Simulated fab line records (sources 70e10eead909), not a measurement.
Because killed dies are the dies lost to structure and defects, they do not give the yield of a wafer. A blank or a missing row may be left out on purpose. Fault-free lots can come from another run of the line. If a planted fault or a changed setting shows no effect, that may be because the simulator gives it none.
A struck lot beside a sound one -- flow nandHarc -- 15 out of 1302 route steps
Sound: wafers L519.1, L519.2, L519.3. Struck: wafer L511.2 (left out: L511.1, L511.5 of the same lot, which were not struck); the cause appears at the end.
Per side, at each step with rows, come the tool, then ch with its chambers, and then its first start. Under that, the readings that differ: sound wafers -- struck wafers -- difference of the means -- sigmas: that difference in standard deviations of wafers without a fault.
alike: a reading whose means differ by less than 2 such deviations, as well as words and numbers matching on both sides. not compared: withheld readings; readings where some wafer has no value; bounds like >300 that might hide an equal value; numbers whose values overlap and for which the record gives no deviation.
A row with sigmas, a row that says differs or no value, or rows on one side alone: a step with any of these is where the two part. Numbers that don't overlap but have no deviation are shown without sigmas and don't part them. Lack of a reading on every wafer of one side parts them only where that side has two or more wafers.

first, 6 steps without rows for these wafers: NHARC_A_DECK1_JOINT_CVD_34 (deposits SiNx, target thk 20 nm); NHARC_A_DECK1_JOINT_DEP_06 (deposits SiOx, target thk 80 nm); NHARC_A_DECK1_JOINT_CURE_26 (time 32 s); NHARC_A_DECK1_JOINT_ANNEAL_27 (time 3600 s); NHARC_A_DECK1_JOINT_ANNEAL_28 (time 1800 s); NHARC_A_DECK1_JOINT_ANNEAL_29 (time 1800 s).
NHARC_A_DECK1_JOINT_CMP_02: polishes SiOx.
  sound on cmp-04 ch 1,2,3, day 20 19:31; struck on cmp-03 ch 1, day 17 13:24
  alike: edgeZonePressureFrac, motorCurrentA
next, for these wafers, 1 step has no rows: NHARC_A_DECK1_JOINT_SRD_15.
NHARC_A_DECK1_JOINT_DEP_16: deposits SiO2, target thk 45 nm.
  sound on pecvd-02 ch 0,1,2, day 20 19:55; struck on pecvd-04 ch 0, day 17 13:58
reading,sound,struck,difference,sigmas
sinceWetCleanH (h),54 55 55,116,+61,
  alike: heaterPowerW, throttleValvePct
NHARC_A_DECK1_JOINT_THK_MEAS_17: measures by ellipsometry.
  sound on filmMetro-02 at day 20 20:11; struck on filmMetro-02 at day 17 14:16
  alike: thkNm
NHARC_A_DECK1_JOINT_INSPECT_05:
  sound on defectInspect-01 at day 20 20:13; struck on defectInspect-02 at day 17 14:18
  alike: rawDefectCount
NHARC_A_ONON_D2_DEP_00: target thk 1000 nm.
  sound on pecvdOnon-04 ch 0, day 20 20:17; struck on pecvdOnon-01 ch 0, day 17 14:22
NHARC_A_ONON_D2_THK_MEAS_02: measures by ellipsometry.
  sound on filmMetro-01 at day 20 20:48; struck on filmMetro-02 at day 17 14:53
reading,sound,struck,difference,sigmas
thkNm (nm),1005 1004 1006,1538,+533,+61
then NHARC_A_ONON_D2_DEP_03 (target thk 1000 nm), 1 step lacking rows for these wafers.
-- break in the record here, with 13 days between the starts of the struck wafers on either side (left off in module A_ONON_D2, picked up again in module END, where the first step shown is number 1302 on the route) --
NHARC_END_SORT_01:
  at this point the record logs the struck wafers (prober-02 ch 0, day 30 04:07) and has no rows for the sound ones

WHERE THEY PART
First at NHARC_A_ONON_D2_THK_MEAS_02; last, within this record, at NHARC_END_SORT_01.

WHY: whatever the simulator had introduced
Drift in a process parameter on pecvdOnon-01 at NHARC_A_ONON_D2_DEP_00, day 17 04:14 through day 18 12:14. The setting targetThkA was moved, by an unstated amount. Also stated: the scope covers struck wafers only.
